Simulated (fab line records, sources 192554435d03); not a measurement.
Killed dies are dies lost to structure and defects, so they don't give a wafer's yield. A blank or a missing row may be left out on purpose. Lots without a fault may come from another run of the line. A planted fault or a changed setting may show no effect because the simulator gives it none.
fab line records | flow n5_finfet
record lots=11 wafers=33 last_day=19
route steps=1938 shown BEOL_M4@1070 MIM_BOT_LITHO@1865 PASSIVATION@1905
lots that met no fault: from a run of the same line without faults
start_h: hours from the record's first day to the start of the lot's first wafer shown | wait_h: hours since the lot's step before | " the same as in the row above | L1.1+2: a row that stands for several wafers | - no value, or no start given | * or withheld: withheld | < > ~ a bound
route shown NAME@n: a module of which the file shows steps, and the number in the route of the first | usual: mean/standard deviation of fault-free wafers | same: alike in all rows | chamber/n: place in a boat | sites: the reading at each site | _std_site: their standard deviation | _edge_site: outer sites' mean less inner sites' | radius_mm: how far each site lies from the wafer's centre | mask NAME#n: copy n | behind: the tool/chamber that last shaped the wafer | hold: why the lot was held/for how many hours/how that ended | device: the transistor (n, p or np) that didn't switch | end of line: the same wafers' tests at the end of the route | a step without rows: its recipe alone | killed: dies lost to structure and defects at the first sort, not the wafer's yield | map: a wafer's dies, x killed, . not, _ none there
set.NAME: the setting as run; set.NAME@STEP: as run at that earlier step | model.NAME: the simulator's own value behind a step, which no gauge read
steps of the route over a sample of lots; a table a step, a row a wafer
services: from which hour (start_h, from the record's first day; less than 0 if before it) a tool's chamber was out of use, for how many hours, and why
## steps
# step N5_BEOL_M4_TRENCH_ETCH_37
# recipe chemistry=C4F6/O2 target_depth_a=555.55 target=SiOC time_s=29.2 ion_energy_ev=250 pressure_mtorr=30 source_w=355 bias_w=185 Ar_flow_sccm=300 C4F6_flow_sccm=10 O2_flow_sccm=10
# usual drypump_motor_current_A=5.9/0.51 oes_product_au=0.79/0.069 rf_vpp_V=659/12 showerhead_plenum_p_Torr=2.80/0.11 throttle_valve_pct=20.84/0.21
# columns lot.wafer tool chamber start_h wait_h drypump_motor_current_A oes_product_au rf_hours_counter_h rf_vpp_V showerhead_plenum_p_Torr throttle_valve_pct
L304.1 rie_diel-01 2 188.82 - 5.4 0.70 207 681 2.94 20.98
L304.4 " 0 " " 6.2 0.76 147 647 2.73 20.95
L304.6 " 1 " " 6.4 0.84 - 649 2.78 20.48
L305.1 rie_diel-03 0 193.60 - 6.0 0.83 76 664 2.77 20.94
L305.2 " 3 " " 5.6 0.69 240 682 2.93 21.44
L305.6 " 2 " " 6.7 0.84 - 643 2.90 21.10
L308.2 rie_diel-01 0 235.68 - 6.2 0.74 161 643 2.73 20.98
L308.3 " 1 " " 6.4 0.82 66 648 2.77 20.50
L308.6 " 2 " " 5.4 0.70 - 682 2.93 21.02
L307.4 rie_diel-01 3 238.37 - 5.1 0.74 - 661 2.60 20.62
L307.5 " 0 " " 6.2 0.75 - 645 2.73 20.98
L307.6 " 1 " " 6.4 0.82 - 649 2.77 20.51
L309.1 rie_diel-03 1 258.70 - 6.5 0.82 67 648 2.88 20.66
L309.4 " 2 " " 6.7 0.82 83 645 2.90 21.13
L309.6 " 2 " " 6.7 0.82 - 645 2.90 21.12
L310.2 rie_diel-01 3 259.21 - 5.1 0.73 189 659 2.60 20.62
L310.4 " 1 " " 6.5 0.80 75 649 2.77 20.49
L310.5 " 0 " " 6.2 0.74 - 645 2.72 21.00
L314.1 rie_diel-01 1 287.60 - 6.5 0.80 83 649 2.77 20.51
L314.3 " 3 " " 5.2 0.73 197 659 2.59 20.63
L314.4 " 2 " " 5.4 0.68 237 680 2.92 21.02
L306.3 rie_diel-05 0 302.46 - 5.3 0.80 87 650 2.90 20.95
L306.4 " 3 " " 5.5 0.87 39 661 2.80 20.59
L306.6 " 0 " " 5.3 0.80 - 651 2.90 20.95
L320.2 rie_diel-03 3 309.97 - 5.6 0.92 16 682 2.91 21.06
L320.4 " 1 " " 6.5 0.81 78 649 2.88 20.68
L320.6 " 2 " " 6.7 0.80 - 644 2.89 21.13
L318.2 rie_diel-05 2 329.73 - 5.6 0.72 233 665 2.91 20.96
L318.3 " 3 " " 5.5 0.85 46 660 2.79 20.59
L318.6 " 3 " " 5.6 0.85 - 659 2.79 20.60
L323.2 rie_diel-05 1 335.60 - 6.2 0.86 60 661 2.78 20.74
L323.4 " 3 " " 5.6 0.85 49 660 2.79 20.61
L323.6 " 3 " " 5.6 0.85 - 661 2.79 20.60
# step N5_MIM_BOT_LITHO_DESCUM_10
# recipe chemistry=O2 time_s=7.9 source_power_w=50 bias_power_w=20 pressure_mtorr=20 rf_frequency_hz=2.712e+07 temp_c=40 o2_flow_sccm=225
# usual drypump_motor_current_A=5.9/0.48 oes_product_au=0.80/0.062 rf_vpp_V=242.7/1.3 showerhead_plenum_p_Torr=2.06/0.065 throttle_valve_pct=20.38/0.17
# columns lot.wafer tool chamber start_h wait_h drypump_motor_current_A oes_product_au rf_hours_counter_h rf_vpp_V showerhead_plenum_p_Torr throttle_valve_pct
L304.1 rie_diel-03 2 283.01 0.0 6.7 0.82 89 243.5 2.11 20.58
L304.4 " 1 " " 6.4 0.82 71 242.8 2.12 20.24
L304.6 " 0 " " 6.0 0.80 - 241.7 2.01 20.42
L305.1 rie_diel-01 2 283.43 0.0 5.4 0.68 235 243.2 2.14 20.50
L305.2 " 3 " " 5.2 0.72 196 240.3 1.91 20.27
L305.6 " 0 " " 6.3 0.76 - 241.5 2.00 20.61
L308.2 rie_diel-05 0 333.46 0.7 5.4 0.80 97 244.0 2.09 20.23
L308.3 " 3 " " 5.5 0.84 48 242.8 2.04 20.10
L308.6 " 0 " " 5.4 0.80 - 242.2 2.09 20.23
L307.4 rie_diel-01 1 337.62 0.1 6.4 0.79 - 242.8 2.03 20.16
L307.5 " 3 " " 5.1 0.71 - 239.6 1.90 20.30
L307.6 " 0 " " 6.3 0.73 - 241.5 1.99 20.63
L310.2 rie_diel-03 2 362.42 0.0 6.7 0.78 108 243.8 2.10 20.60
L310.4 " 1 " " 6.5 0.79 91 242.9 2.11 20.27
L310.5 " 0 " " 6.0 0.78 - 242.6 2.00 20.46
L309.1 rie_diel-03 2 363.33 0.0 6.7 0.79 108 245.2 2.10 20.59
L309.4 " 1 " " 6.5 0.79 91 244.4 2.11 20.24
L309.6 " 1 " " 6.5 0.79 - 243.2 2.11 20.25
L314.1 rie_diel-03 0 396.06 0.0 6.0 0.77 133 241.0 2.00 20.47
L314.3 " 1 " " 6.4 0.78 103 244.1 2.11 20.31
L314.4 " 2 " " 6.7 0.77 122 244.6 2.10 20.63
L306.3 rie_diel-05 3 406.84 0.2 5.6 0.81 74 241.3 2.03 20.15
L306.4 " 0 " " 5.4 0.77 124 244.1 2.08 20.27
L306.6 " 1 " " 6.2 0.85 - 242.1 2.02 20.31
L320.2 rie_diel-03 0 413.61 0.1 6.0 0.77 139 241.1 2.00 20.49
L320.4 " 3 " " 5.6 0.86 47 243.3 2.13 20.65
L320.6 " 0 " " 6.0 0.76 - 242.0 2.00 20.48
L318.2 rie_diel-03 1 439.70 0.0 6.5 0.76 118 244.0 2.10 20.31
L318.3 " 0 " " 6.0 0.76 150 242.3 1.99 20.51
L318.6 " 3 " " 5.6 0.85 - 243.9 2.13 20.67
L323.2 rie_diel-03 2 448.12 0.0 6.7 0.76 139 244.5 2.09 20.65
L323.4 " 1 " " 6.5 0.77 121 242.3 2.10 20.31
L323.6 " 0 " " 6.0 0.77 - 242.4 1.99 20.50
# step N5_PASSIVATION_CD_MEAS_30
# recipe target_cd_nm=4000 landing_energy_ev=500 detector=se_inlens polarity=opening
# usual cd_nm=3999.9/2.1
# columns lot.wafer tool chamber start_h wait_h cd_nm
L304.1 cd_sem-02 0 285.86 - 4001.2
L304.4 " 0 " " 4005.5
L304.6 " 0 " " 4003.2
L305.1 cd_sem-01 0 289.31 - 3999.3
L305.2 " 0 " " 3997.0
L305.6 " 0 " " 4000.1
L308.2 cd_sem-01 0 336.69 - 4000.7
L308.3 " 0 " " 4000.1
L308.6 " 0 " " 3998.3
L307.4 cd_sem-03 0 344.68 - 4000.5
L307.5 " 0 " " 3999.5
L307.6 " 0 " " 3997.4
L310.2 cd_sem-03 0 366.10 - 3996.9
L310.4 " 0 " " 3998.3
L310.5 " 0 " " 3998.2
L309.1 cd_sem-03 0 366.82 - 3999.9
L309.4 " 0 " " 3999.1
L309.6 " 0 " " 4001.7
L314.1 cd_sem-03 0 401.62 - 4000.5
L314.3 " 0 " " 4003.1
L314.4 " 0 " " 4000.3
L306.3 cd_sem-01 0 412.71 - 4000.1
L306.4 " 0 " " 4004.3
L306.6 " 0 " " 4001.9
L320.2 cd_sem-03 0 419.54 - 3999.1
L320.4 " 0 " " 3998.7
L320.6 " 0 " " 3998.9
L318.2 cd_sem-02 0 444.20 - 3998.8
L318.3 " 0 " " 3997.8
L318.6 " 0 " " 3998.2
L323.2 cd_sem-01 0 453.86 - 4002.5
L323.4 " 0 " " 3999.5
L323.6 " 0 " " 4000.2
# step N5_PASSIVATION_OVL_MEAS_66
# recipe points_per_wafer=44
# usual PASS_OPEN_OVL=2/5.6
# columns lot.wafer tool chamber start_h wait_h PASS_OPEN_OVL[nm]
L304.1 overlay-01 0 287.75 0.0 -3
L304.4 " 0 " " 1
L304.6 " 0 " " 0
L305.1 overlay-02 0 291.21 0.0 5
L305.2 " 0 " " 5
L305.6 " 0 " " 5
L308.2 overlay-01 0 338.46 0.0 -7
L308.3 " 0 " " 4
L308.6 " 0 " " 2
L307.4 overlay-02 0 346.45 0.0 4
L307.5 " 0 " " -3
L307.6 " 0 " " 7
L310.2 overlay-01 0 368.24 0.0 5
L310.4 " 0 " " 10
L310.5 " 0 " " -1
L309.1 overlay-02 0 368.85 0.0 8
L309.4 " 0 " " -4
L309.6 " 0 " " -5
L314.1 overlay-01 0 403.56 0.0 -3
L314.3 " 0 " " 4
L314.4 " 0 " " 3
L306.3 overlay-02 0 414.92 0.0 12
L306.4 " 0 " " 7
L306.6 " 0 " " 13
L320.2 overlay-01 0 421.31 0.0 0
L320.4 " 0 " " -1
L320.6 " 0 " " 1
L318.2 overlay-01 0 445.96 0.0 5
L318.3 " 0 " " -1
L318.6 " 0 " " 5
L323.2 overlay-02 0 455.87 0.0 -2
L323.4 " 0 " " -1
L323.6 " 0 " " 0
# step N5_PASSIVATION_PROBE_49
# usual defect_limited_yield=90.9/1.4 killed_at_M0_to_M3=38/11 killed_at_M4_up=13/5.9 killed_at_contacts=14/6.4 killed_at_front_end=38/11 killed_at_other=3.3/2.5 killed_dies=107/16 killed_open=70/12 killed_short=35/7.7 sort_bin_5_function=5.3/0.94 sort_bin_6_memory=3.5/0.7 sort_n_pass=1073/16 sort_yield_pct=90.9/1.4
# same gross_dies=1180 killed_at_back_side=0 sort_bin_4_leakage[%]=0 sort_bin_8_speed[%]=0
# columns lot.wafer tool chamber start_h wait_h defect_limited_yield[%] killed_at_M0_to_M3 killed_at_M4_up killed_at_contacts killed_at_front_end killed_at_other killed_dies killed_open killed_short sort_bin_5_function[%] sort_bin_6_memory[%] sort_n_pass sort_yield_pct[%]
L310.2 prober-02 - 371.81 0.1 91.4 38 12 18 24 9 101 74 27 4.7 3.6 1079 91.4
L310.4 prober-02 - 371.91 0.2 76.9 42 174 17 35 5 273 73 39 12.6 6.3 907 76.9
L310.5 prober-02 - 371.96 0.2 91.1 34 16 11 35 9 105 67 36 6.3 2.1 1075 91.1
L314.1 prober-02 - 406.66 0.0 79.5 34 154 8 37 9 242 54 42 12.5 4.2 938 79.5
L314.3 prober-02 - 406.76 0.1 91.8 39 8 8 40 2 97 65 31 5.0 3.1 1083 91.8
L314.4 prober-02 - 406.81 0.2 90.7 41 9 12 46 2 110 69 39 5.3 3.6 1070 90.7
# killed by level:class
L310.2 BEOL_M3:geometric_particle:open=14 MOL_CONTACT_COAG:geometric_particle:open=13 FIN_SAQP:geometric_particle:open=8 BEOL_M2:geometric_particle:open=7 MOL_CONTACT_COAG:geometric_particle:short=5 BEOL_M0_SAQP:geometric_particle:open=5 BEOL_M1:geometric_particle:open=5 FIN_SAQP:geometric_particle:short=4
L310.4 BEOL_M4:unspecified=158 MOL_CONTACT_COAG:geometric_particle:open=13 BEOL_M0_SAQP:geometric_particle:short=13 BEOL_M4:geometric_particle:open=11 BEOL_M3:geometric_particle:open=9 FIN_SAQP:geometric_particle:short=8 BEOL_M1:geometric_particle:open=7 BEOL_M2:geometric_particle:open=6
L310.5 BEOL_M2:geometric_particle:open=10 BEOL_M3:geometric_particle:open=9 STI_FIN_REVEAL:geometric_particle:open=8 MOL_CONTACT_COAG:geometric_particle:open=8 BEOL_M4:geometric_particle:open=8 FIN_SAQP:geometric_particle:open=6 PASS1_CAP:geometric_particle:short=6 FIN_SAQP:geometric_particle:short=5
L314.1 BEOL_M4:unspecified=144 FIN_SAQP:geometric_particle:short=8 FIN_SAQP:geometric_particle:open=7 MOL_CONTACT_COAG:geometric_particle:open=6 DUMMY_GATE:geometric_particle:open=5 BEOL_M0_SAQP:geometric_particle:open=5 BEOL_M0_SAQP:geometric_particle:short=5 BEOL_M1:geometric_particle:open=5
L314.3 BEOL_M0_SAQP:geometric_particle:open=9 BEOL_M1:geometric_particle:open=9 FIN_SAQP:geometric_particle:open=8 DUMMY_GATE:geometric_particle:open=7 BEOL_M0_SAQP:geometric_particle:short=7 MOL_CONTACT_COAG:geometric_particle:open=6 BEOL_M3:geometric_particle:open=6 STARTING-WAFER:geometric_particle:short=5
L314.4 STI_FIN_REVEAL:geometric_particle:open=16 BEOL_M3:geometric_particle:open=14 MOL_CONTACT_COAG:geometric_particle:open=8 FIN_SAQP:geometric_particle:short=7 FIN_SAQP:geometric_particle:open=5 GATE_CUT:geometric_particle:short=5 BEOL_M0:geometric_particle:open=5 BEOL_M3:geometric_particle:short=5
## services
# columns tool chamber start_h hours kind
rie_diel-03 3 227.88 - clean
rie_diel-03 3 227.88 - consumable_replace:focus_ring
rie_diel-03 3 227.88 18.7 scheduled_down
rie_diel-03 3 227.88 18.7 vent_cycle
rie_diel-05 2 229.83 7.1 repair
rie_diel-03 - 322.81 14.6 pm
rie_diel-01 2 329.64 - clean
rie_diel-01 2 329.64 - consumable_replace:focus_ring
rie_diel-01 2 329.64 14.3 scheduled_down
rie_diel-01 2 329.64 14.3 vent_cycle
rie_diel-01 1 341.15 22.0 repair
rie_diel-05 2 349.12 1.4 repair
rie_diel-05 2 372.64 - clean
rie_diel-05 2 372.64 - consumable_replace:focus_ring
rie_diel-05 2 372.64 15.4 scheduled_down
rie_diel-05 2 372.64 15.4 vent_cycle
rie_diel-05 3 395.52 5.8 repair
rie_diel-01 2 422.68 5.6 repair
rie_diel-01 3 428.27 - clean
rie_diel-01 3 428.27 - consumable_replace:focus_ring
rie_diel-01 3 428.27 - consumable_replace:showerhead
rie_diel-01 3 428.27 18.9 scheduled_down
rie_diel-01 3 428.27 18.9 vent_cycle
## key
first_sign step=N5_PASSIVATION_PROBE_49 reading=killed_at_M4_up direction=up sigmas=26 usual=13 struck=164
effect step=N5_PASSIVATION_PROBE_49 reading=killed_dies direction=up sigmas=9.2 usual=107 struck=258
more_kills_born_at N5_BEOL_M4_TRENCH_ETCH_37@rie_diel-01=302
met_at N5_BEOL_M4_TRENCH_ETCH_37
struck_lots L310,L314
struck_wafers L310.4,L314.1
not_acting_at N5_MIM_BOT_LITHO_DESCUM_10,N5_PASSIVATION_CD_MEAS_30,N5_PASSIVATION_OVL_MEAS_66
onset_between 238.37 259.21
fault kind=chamber_particle_source tool=rie_diel-01 chamber=1 onset_h=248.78 steps=N5_BEOL_M4_TRENCH_ETCH_37 rate_per_visit_cm2=1.6109 end_h=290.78
